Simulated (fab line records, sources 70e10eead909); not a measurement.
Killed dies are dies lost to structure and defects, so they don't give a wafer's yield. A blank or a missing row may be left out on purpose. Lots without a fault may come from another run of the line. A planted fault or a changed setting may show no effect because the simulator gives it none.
Chamber matching | flow nand_harc | NHARC_P_M2_ETCH_35 on rie_diel-09: 4 sister chambers
The step etches the open film in N2/H2, target depth 40 nm, overetch 12 nm, time 43.94 s. 14 wafers are shown with their chamber, then 7 later ones without.

WAFERS WITH THEIR CHAMBER
wafer  | chamber | drypump_motor_current_A (A) | oes_product_au (a.u.) | rf_vpp_V (V)
L198.1 | 2       | 5.5                         | 1.005                 | 426.8
L198.5 | 1       | 6.4                         | 1.015                 | 426.3
L198.6 | 0       | 5.3                         | 0.961                 | 427.7
L200.4 | 1       | 6.5                         | 1.008                 | 425.4
L200.5 | 2       | 5.5                         | 1.003                 | 426.6
L200.6 | 3       | 5.7                         | 1.015                 | 429.0
L199.1 | 1       | 6.4                         | 1.011                 | 427.7
L199.3 | 2       | 5.5                         | 1.007                 | 426.5
L199.6 | 2       | 5.5                         | 1.006                 | 427.3
L202.1 | 1       | 6.4                         | 1.000                 | 425.6
L202.5 | 3       | 5.7                         | 1.028                 | 429.4
L202.6 | 2       | 5.5                         | 0.997                 | 427.5
L201.1 | 1       | 6.4                         | 1.006                 | 426.0
L201.4 | 2       | 5.5                         | 1.010                 | 428.0

SIGNATURES (means of the wafers above)
reading                 | chamber 0 | chamber 1 | chamber 2 | chamber 3 | scatter within a chamber
drypump_motor_current_A | 5.300     | 6.420     | 5.500     | 5.700     | 0.0283
oes_product_au          | 0.96100   | 1.00800   | 1.00467   | 1.02150   | 0.00555
rf_vpp_V                | 427.700   | 426.200   | 427.117   | 429.200   | 0.713
Rule: a wafer's distance from a chamber is the root of the sum, over the readings, of the square of ((its reading less the chamber's mean) divided by the reading's scatter). The wafer belongs to the nearest chamber; if the next one is less than 2 further off, it can't be placed. The scatter: the root of (the sum of the squares of (reading less its chamber's mean) over the shown wafers, divided by (wafers less chambers)).

WAFERS WITHOUT THEIR CHAMBER
wafer  | drypump_motor_current_A (A) | oes_product_au (a.u.) | rf_vpp_V (V)
L201.6 | 5.8                         | 1.033                 | 429.6
L206.1 | 6.4                         | 1.010                 | 425.6
L206.4 | 5.5                         | 0.999                 | 426.7
L206.6 | 5.5                         | 1.002                 | 426.7
L215.4 | 6.4                         | 1.012                 | 428.0
L215.5 | 5.3                         | 0.971                 | 428.2
L215.6 | 5.8                         | 1.017                 | 428.2

WHICH CHAMBER EACH WENT THROUGH
wafer  | from the rows above | in truth
L201.6 | 3                   | 3
L206.1 | 1                   | 1
L206.4 | 2                   | 2
L206.6 | 2                   | 2
L215.4 | 1                   | 1
L215.5 | 0                   | 0
L215.6 | 3                   | 3
Placed correctly: 7 of 7. Can't be placed from these rows: 0. Placed wrongly: 0.
